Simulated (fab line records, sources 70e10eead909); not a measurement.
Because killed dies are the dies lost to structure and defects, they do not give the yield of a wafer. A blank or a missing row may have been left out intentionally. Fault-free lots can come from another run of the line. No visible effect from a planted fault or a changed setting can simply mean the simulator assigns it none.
Which tool is to blame?    flow nandHarc    Sampling: 6 lots, 18 wafers, 3 of 1302 route steps

== WHAT THE GAUGES SHOWED, per wafer ==
NHARC_A_ONON_D1_THK_MEAS_08: measures by ellipsometry.
lot   measured      on            thkNm (nm)
L244  day 8 06:02   filmMetro-01  1007 1009 1005
L247  day 9 14:46   filmMetro-01  1002 1006 1001
L252  day 11 21:20  filmMetro-02  1009 1010 1011
L254  day 12 03:40  filmMetro-02  994 994 993
L259  day 14 08:04  filmMetro-02  1534 1533 1535 1534 1535 1534
L261  day 15 01:49  filmMetro-01  1527 1527 1527 1526 1529 1527

== EACH LOT AND THE TOOL THAT RAN IT (in order: tool; ch and the chambers of the sampled wafers; start) ==
lot   NHARC_P_BONDPAD_ACTIVATE_29        NHARC_A_ONON_D1_DEP_06
L244  rieDiel-04 ch 0,3, day 7 00:49     pecvdOnon-01 ch 0, day 8 05:38
L247  rieDiel-11 ch 0,2,3, day 8 14:30   pecvdOnon-01 ch 0, day 9 14:22
L252  rieDiel-11 ch 0,1, day 10 16:27    pecvdOnon-01 ch 0, day 11 20:56
L254  rieDiel-12 ch 0,1,2, day 11 03:32  pecvdOnon-04 ch 0, day 12 03:13
L259  rieDiel-11 ch 0,1,3, day 13 07:20  pecvdOnon-03 ch 0, day 14 07:40
L261  rieDiel-04 ch 0,2,3, day 14 01:19  pecvdOnon-03 ch 0, day 15 01:18
- NHARC_P_BONDPAD_ACTIVATE_29: chemistry N2, time 60 s.
- NHARC_A_ONON_D1_DEP_06: target thk 1000 nm.

== THE ANSWER, worked out from the rows above alone ==
Rule: what is usual is taken from the lots themselves. The widest of any qualifying gaps counts: lots, ordered by their means at a reading, are off when they make up no more than a third of the lots, leave a main group of 4 or more, and stand apart from it by 3 or more times the standard deviation of that group's means. A main group is skipped when, at the precision printed for the reading in the tables above, its means are all equal. A lot without any number at a reading at which 4 lots or more have one is off too. Any other lot the step has rows for is counted as sound.
Off at NHARC_A_ONON_D1_THK_MEAS_08 (thkNm): L259, L261. Mean 1003 nm and standard deviation 6.2 in the main group.
If a tool, at a process step before that reading, ran all the lots that are off and no sound lot after the first of them, it fits. Those tools and the gauges at NHARC_A_ONON_D1_THK_MEAS_08 are tried in the same way. One fits: NHARC_A_ONON_D1_DEP_06 on pecvdOnon-03. It ran no sound lot before its first lot that is off in this sample, so the start can't be narrowed down.

== WHAT THE SIMULATOR HAD PUT IN ==
pecvdOnon-03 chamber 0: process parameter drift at NHARC_A_ONON_D1_DEP_06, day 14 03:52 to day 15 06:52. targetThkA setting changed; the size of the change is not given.
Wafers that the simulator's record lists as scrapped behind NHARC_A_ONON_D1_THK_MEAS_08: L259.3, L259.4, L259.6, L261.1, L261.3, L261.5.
Struck lots among those shown: L259, L261. The rule above found the same.
